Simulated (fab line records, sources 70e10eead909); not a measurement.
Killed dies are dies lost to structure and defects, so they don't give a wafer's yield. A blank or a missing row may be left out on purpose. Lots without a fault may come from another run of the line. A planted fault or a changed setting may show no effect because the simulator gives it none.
Chamber matching | flow nand_harc | NHARC_A_CHANNEL_FILL_D2_ALD_25 on ald_hk-01: 4 sister chambers
The step deposits SiOx, target thk 60 nm, pulse time 10 s, ald cycles 600. 8 wafers are shown with their chamber, then 9 later ones without.

WAFERS WITH THEIR CHAMBER
wafer  | chamber | heater_power_w (W) | precursor_pulse_height_rel
L081.5 | 3       | 453                | 1.001
L085.3 | 1       | 438                | 0.984
L085.4 | 0       | 498                | 1.034
L086.1 | 0       | 506                | 0.992
L086.6 | 2       | 481                | 1.006
L090.1 | 3       | 445                | 0.992
L090.5 | 1       | 424                | 0.990
L090.6 | 2       | 523                | 0.991

WAFERS WITHOUT THEIR CHAMBER
wafer  | heater_power_w (W) | precursor_pulse_height_rel
L093.1 | 419                | 0.964
L093.2 | 506                | 1.029
L093.4 | 445                | 1.026
L094.2 | 416                | 1.009
L094.5 | 488                | 0.998
L094.6 | 440                | 0.998
L095.3 | 499                | 1.025
L095.5 | 508                | 1.007
L095.6 | 446                | 0.991

WHICH CHAMBER EACH WENT THROUGH
wafer  | from the rows above          | in truth
L093.1 | can't be placed: 1 or 3      | 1
L093.2 | can't be placed: 0 or 2      | 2
L093.4 | can't be placed: 3 or 1 or 0 | 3
L094.2 | can't be placed: 1 or 3      | 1
L094.5 | can't be placed: 2 or 0 or 3 | 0
L094.6 | can't be placed: 3 or 1      | 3
L095.3 | can't be placed: 0 or 2      | 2
L095.5 | can't be placed: 0 or 2      | 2
L095.6 | can't be placed: 3 or 1      | 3
Placed correctly: 0 of 9. Can't be placed from these rows: 9 (the true chamber is among the candidates in 9). Placed wrongly: 0.
How it was worked out, from the rows above alone: a wafer's distance from a chamber is the root of the sum, over the readings, of the square of ((its reading less the chamber's mean) divided by the reading's scatter). The wafer belongs to the nearest chamber; if the next one is less than 2 further off, it can't be placed. A chamber's mean is the mean of its shown wafers. The scatter: the root of (the sum of the squares of (reading less its chamber's mean) over the shown wafers, divided by (wafers less chambers)).
